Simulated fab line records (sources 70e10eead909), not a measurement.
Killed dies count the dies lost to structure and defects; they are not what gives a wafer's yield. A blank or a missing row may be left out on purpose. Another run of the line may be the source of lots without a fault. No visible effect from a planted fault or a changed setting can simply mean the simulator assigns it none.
What tool caused it?	flow nand_harc	13 lots, 39 wafers sampled, at 5 steps of a route of 1302

## WHAT THE GAUGES SHOWED, per wafer
NHARC_P_BONDPAD_THK_MEAS_33: measures by ellipsometry. Usual: 200.0 nm for thk_nm, sd 1.4.
lot	measured	on	thk_nm (nm)	flag
L554	day 8 02:10	film_metro-02	199.1 200.2 199.8	
L555	day 8 05:19	film_metro-02	199.3 199.8 200.8	
L556	day 9 00:23	film_metro-01	202.3 200.3 199.2	
L557	day 9 11:25	film_metro-01	199.6 201.8 199.9	
L558	day 9 18:40	film_metro-02	200.7 199.3 202.4	
L559	day 10 00:55	film_metro-02	200.9 201.0 201.7	
L560	day 10 14:46	film_metro-02	201.6 198.6 200.4	
L562	day 11 13:44	film_metro-01	199.2 200.4 198.2	
L563	day 11 14:11	film_metro-02	200.2 198.7 199.7	
L569	day 14 05:16	film_metro-02	199.2 201.1 200.3	
L570	day 14 06:36	film_metro-01	198.6 198.8 199.2	
L571	day 14 20:08	film_metro-02	199.5 198.2 200.5	
L574	day 16 02:43	film_metro-01	201.1 200.4 203.0	

NHARC_P_BONDPAD_CD_MEAS_09 targets a cd of 500 nm. Usual: 499.4 nm for cd_nm, sd 1.6.
lot	measured	on	cd_nm (nm)	flag
L554	day 8 02:44	cd_sem-03	499.2 500.1 499.0	
L555	day 8 05:46	cd_sem-02	499.1 497.6 498.7	
L556	day 9 00:58	cd_sem-03	497.1 497.7 499.2	
L557	day 9 12:01	cd_sem-03	498.5 498.0 500.2	
L558	day 9 19:06	cd_sem-02	500.5 499.1 498.8	
L559	day 10 01:31	cd_sem-02	497.6 499.9 500.1	
L560	day 10 15:13	cd_sem-02	497.4 494.2 497.9	
L562	day 11 14:17	cd_sem-02	500.3 500.9 502.4	
L563	day 11 14:44	cd_sem-02	497.9 499.7 497.9	
L569	day 14 05:49	cd_sem-01	499.0 497.9 498.8	
L570	day 14 07:10	cd_sem-03	498.2 499.0 498.1	
L571	day 14 20:42	cd_sem-01	498.0 500.9 501.1	
L574	day 16 03:10	cd_sem-01	499.6 502.2 500.0	

NHARC_END_SORT_01. Usual: defect_limited_yield is 91 % with standard deviation 3.4, killed_at_array is 57 with standard deviation 24, killed_at_other is 0.7 with standard deviation 0.94, killed_at_periphery is 3.8 with standard deviation 2.5, killed_dies is 62 with standard deviation 23, killed_open is 3.1 with standard deviation 1.8, and killed_short is 2.5 with standard deviation 1.6.
lot	measured	on	defect_limited_yield (%)	killed_at_array	killed_at_other	killed_at_periphery	killed_dies	killed_open	killed_short	flag
L554	day 25 12:44	prober-01	87 83 83	79 108 108	0 1 4	7 6 6	86 115 118	3 3 5	1 4 2	
L555	day 26 04:16	prober-02	89 88 87	72 71 77	3 3 4	2 5 6	77 79 87	0 2 7	1 2 1	
L556	day 28 17:22	prober-01	94 92 91	40 49 50	0 1 1	3 4 7	43 54 58	3 0 7	1 3 3	
L557	day 27 05:45	prober-01	84 88 86	104 76 97	0 0 0	4 2 1	108 78 98	2 2 3	0 1 6	
L558	day 28 09:32	prober-01	91 91 90	61 60 61	0 1 0	3 0 4	64 61 65	3 0 2	5 3 4	
L559	day 28 09:37	prober-02	95 93 94	30 39 36	1 1 1	6 6 7	37 46 44	3 5 6	3 2 2	
L560	day 28 17:23	prober-02	88 89 89	74 69 72	1 0 1	3 4 3	78 73 76	3 3 4	7 4 3	
L570	day 31 14:07	prober-01	85 87 86	98 84 90	1 3 0	4 0 2	103 87 92	2 2 2	7 7 4	

## TOOL THAT RAN EACH LOT (tool first, then ch and the chambers of the sampled wafers, then the start)
lot	NHARC_P_M2_DEP_33	NHARC_P_BONDPAD_SOFTBAKE_04
L554	pecvd-04 ch 1,2, day 8 01:08	litho_track-02 ch 0, day 8 02:00
L555	pecvd-03 ch 1,2, day 8 04:20	litho_track-07 ch 0, day 8 05:00
L556	pecvd-01 ch 1,2, day 8 23:21	litho_track-05 ch 0, day 9 00:00
L557	pecvd-04 ch 0,1,2, day 9 10:29	litho_track-02 ch 0, day 9 11:00
L558	pecvd-01 ch 0,1,2, day 9 17:22	litho_track-07 ch 0, day 9 18:00
L559	pecvd-03 ch 0,1, day 9 23:51	litho_track-02 ch 0, day 10 01:00
L560	pecvd-03 ch 0,1,2, day 10 13:41	litho_track-05 ch 0, day 10 14:00
L562	pecvd-03 ch 1,2, day 11 12:39	litho_track-02 ch 0, day 11 13:00
L563	pecvd-04 ch 0,1,2, day 11 13:08	litho_track-05 ch 0, day 11 14:00
L569	pecvd-03 ch 0,1,2, day 14 04:13	litho_track-05 ch 0, day 14 05:00
L570	pecvd-04 ch 0,1,2, day 14 05:34	litho_track-02 ch 0, day 14 06:00
L571	pecvd-03 ch 1,2, day 14 19:09	litho_track-05 ch 0, day 14 20:00
L574	pecvd-03 ch 0,2, day 16 01:38	litho_track-07 ch 0, day 16 02:00
- NHARC_P_M2_DEP_33: deposits SiCN, target thk 30 nm.
- NHARC_P_BONDPAD_SOFTBAKE_04: time 70 s.

## AS READ BY THE TOOLS THEMSELVES (means over the sampled wafers that have a number; for cases with no such wafer, the mark the record gives instead)
NHARC_P_M2_DEP_33. Usual: heater_power_outer_w 324 W, standard deviation 48; heater_power_w 581 W, standard deviation 65; rf_fwd_power_W 448.9 W, standard deviation 1.3.
lot	tool	heater_power_outer_w (W)	heater_power_w (W)	rf_fwd_power_W (W)	flag
L554	pecvd-04	398	661	449.7	
L555	pecvd-03	285	534	449.7	
L556	pecvd-01	338	627	448.3	
L557	pecvd-04	363	611	448.7	
L558	pecvd-01	303	552	448.4	
L559	pecvd-03	285	527	448.9	
L560	pecvd-03	307	549	447.4	
L562	pecvd-03	326	580	448.9	
L563	pecvd-04	370	644	449.7	
L569	pecvd-03	292	540	449.3	
L570	pecvd-04	360	623	449.6	
L571	pecvd-03	308	576	448.5	
L574	pecvd-03	267	516	448.4	

NHARC_P_BONDPAD_SOFTBAKE_04. Usual: exhaust_pa 45.0 Pa, standard deviation 0.81; heater_power_total_W 200.8 W, standard deviation 1.3.
lot	tool	exhaust_pa (Pa)	heater_power_total_W (W)	flag
L554	litho_track-02	46.1	200.4	
L555	litho_track-07	43.7	199.4	
L556	litho_track-05	45.7	199.6	
L557	litho_track-02	45.7	200.2	
L558	litho_track-07	44.6	201.7	
L559	litho_track-02	44.5	200.5	
L560	litho_track-05	44.4	200.7	
L562	litho_track-02	44.9	200.8	
L563	litho_track-05	44.3	202.2	
L569	litho_track-05	44.9	212.0	OFF
L570	litho_track-02	45.4	200.9	
L571	litho_track-05	45.1	221.7	OFF
L574	litho_track-07	45.2	200.8	

## THE ANSWER, worked out from the rows above alone
Rule: a lot is off if the mean of its wafers that have a number lies more than 3 standard deviations from the usual mean. Also off: a lot with no number at a reading for which 4 or more lots have one. All remaining lots with rows at the step are treated as sound. The gauges are gone through in route order, then the tools' own readings, and for those a lot's mean is taken as printed above. The first step at which some lot is off is used, and at that step the reading that is off furthest; a lot without a number counts as furthest.
Off: L569, L571, at NHARC_P_BONDPAD_SOFTBAKE_04 (heater_power_total_W).
If a tool, at that step or one of the process steps before it, ran each lot that is off and ran no sound lot following the first of them, it fits. One fits: litho_track-05 at NHARC_P_BONDPAD_SOFTBAKE_04. Its last sound lot is L563 (day 11 14:00), its first lot that is off L569 (day 14 05:00): a fault that began between those two fits.
On the lots that are off, the tool's own readings at NHARC_P_BONDPAD_SOFTBAKE_04 differ by more than 5 times the standard deviation of the sound lots' means, which bears it out; heater_power_total_W reads 216.8 W there versus 200.7 W on the sound lots.

## WHAT WAS PUT IN BY THE SIMULATOR
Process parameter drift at NHARC_P_BONDPAD_SOFTBAKE_04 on litho_track-05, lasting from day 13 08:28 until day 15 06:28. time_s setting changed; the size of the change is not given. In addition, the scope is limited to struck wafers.
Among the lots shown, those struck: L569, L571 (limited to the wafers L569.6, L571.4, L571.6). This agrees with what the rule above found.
